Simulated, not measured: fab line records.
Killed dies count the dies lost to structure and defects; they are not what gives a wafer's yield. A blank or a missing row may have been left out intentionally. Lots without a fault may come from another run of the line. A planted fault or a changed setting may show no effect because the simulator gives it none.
2 desks looking at one fault || flow n5-finfet || every desk sees just its own numbers, and what lay behind them comes last

## FOR THE TOOL OWNER'S DESK: litho-track-02
The tool's own readings at N5_SD_EPI_P_COAT_34 (time 60 s, resist thk 350 nm): means of the sampled wafers that have a number, for each lot that ran on this tool. Any lot whose mean is over 4 standard deviations away from the usual mean is out of limits and marked OUT; that distance is given in the brackets.
Columns: A = heater-power-total-W at N5_SD_EPI_P_COAT_34, usual 500.5 W; B = plate-temp-C at N5_SD_EPI_P_COAT_34, usual 250.05 C
{"lot": "L872", "first seen here": "day 4 11:37", "A": 498.7, "B": 249.95}
{"lot": "L874", "first seen here": "day 4 22:35", "A": 500.2, "B": 249.86}
{"lot": "L878", "first seen here": "day 6 00:04", "A": 501.3, "B": 250.15}
{"lot": "L883", "first seen here": "day 7 05:19", "A": "490.4 (-5.9) OUT", "B": "245.70 (-26) OUT"}
{"lot": "L885", "first seen here": "day 7 22:10", "A": "488.5 (-7.0) OUT", "B": "245.70 (-26) OUT"}
Finding of this desk: L883, L885 out of limits; the first was L883 at day 7 05:19, on heater-power-total-W at N5_SD_EPI_P_COAT_34. L872, L874, L878 stayed within limits.

## METROLOGY DESK
What the gauges read, lot by lot, whatever tool the lot ran on: means of the sampled wafers that have a number. Any lot whose mean is over 4 standard deviations away from the usual mean is out of limits and marked OUT; that distance is given in the brackets. It has 10 readings; the 7 that lie furthest out on some lot are the ones shown.
Columns: A = DIBL_N at N5_BEOL_M4_RC_MEAS_101, usual 36.0 mV/V; B = IOFF_P at N5_BEOL_M4_RC_MEAS_101, usual 0.211 nA/um; C = ION_N at N5_BEOL_M4_RC_MEAS_101, usual 673 uA/um; D = ION_P at N5_BEOL_M4_RC_MEAS_101, usual 463 uA/um; E = SS_N at N5_BEOL_M4_RC_MEAS_101, usual 71.5 mV/dec; F = VT_N at N5_BEOL_M4_RC_MEAS_101, usual 250.1 mV; G = VT_P at N5_BEOL_M4_RC_MEAS_101, usual -250.2 mV
{"lot": "L868", "first seen here": "day 8 12:46", "A": 35.8, "B": 0.185, "C": 672, "D": 458, "E": 71.7, "F": 253.1, "G": -253.2}
{"lot": "L871", "first seen here": "day 9 10:25", "A": 35.8, "B": 0.192, "C": 675, "D": 461, "E": 71.2, "F": 249.7, "G": -252.6}
{"lot": "L872", "first seen here": "day 9 21:12", "A": 39.0, "B": 0.237, "C": 682, "D": 470, "E": 71.4, "F": 247.8, "G": -249.8}
{"lot": "L874", "first seen here": "day 10 14:56", "A": 34.8, "B": 0.204, "C": 670, "D": 461, "E": 71.6, "F": 251.2, "G": -250.9}
{"lot": "L878", "first seen here": "day 11 22:42", "A": 34.8, "B": 0.211, "C": 674, "D": 463, "E": 71.6, "F": 252.4, "G": -250.4}
{"lot": "L877", "first seen here": "day 11 23:56", "A": 36.7, "B": 0.210, "C": 670, "D": 461, "E": 71.4, "F": 249.1, "G": -251.3}
{"lot": "L885", "first seen here": "day 12 16:48", "A": 36.4, "B": 0.216, "C": 674, "D": 461, "E": 71.0, "F": 249.5, "G": -248.0}
{"lot": "L883", "first seen here": "day 13 03:16", "A": 36.6, "B": 0.259, "C": 690, "D": 476, "E": 71.3, "F": 245.7, "G": -241.9}
{"lot": "L888", "first seen here": "day 15 11:11", "A": 34.2, "B": 0.186, "C": 663, "D": 454, "E": 70.5, "F": 249.0, "G": -252.8}
This desk found nothing out of limits on any of the 9 lots.

## BROUGHT TOGETHER
An alarm could have come from the tool owner's desk at day 7 05:19, on L883, L885.
From the metrology desk's view, nothing was out of limits.
The metrology desk has L883, L885 on record, within its limits.
Every lot named ran N5_SD_EPI_P_COAT_34 on litho-track-02.

## WHAT HAD BEEN PUT IN BY THE SIMULATOR
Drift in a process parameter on litho-track-02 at N5_SD_EPI_P_COAT_34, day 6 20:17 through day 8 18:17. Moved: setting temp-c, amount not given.
Struck lots among those shown: L883, L885.
Delay in hours, fault start to first out-of-limits reading, by desk: the tool owner's desk at 9.
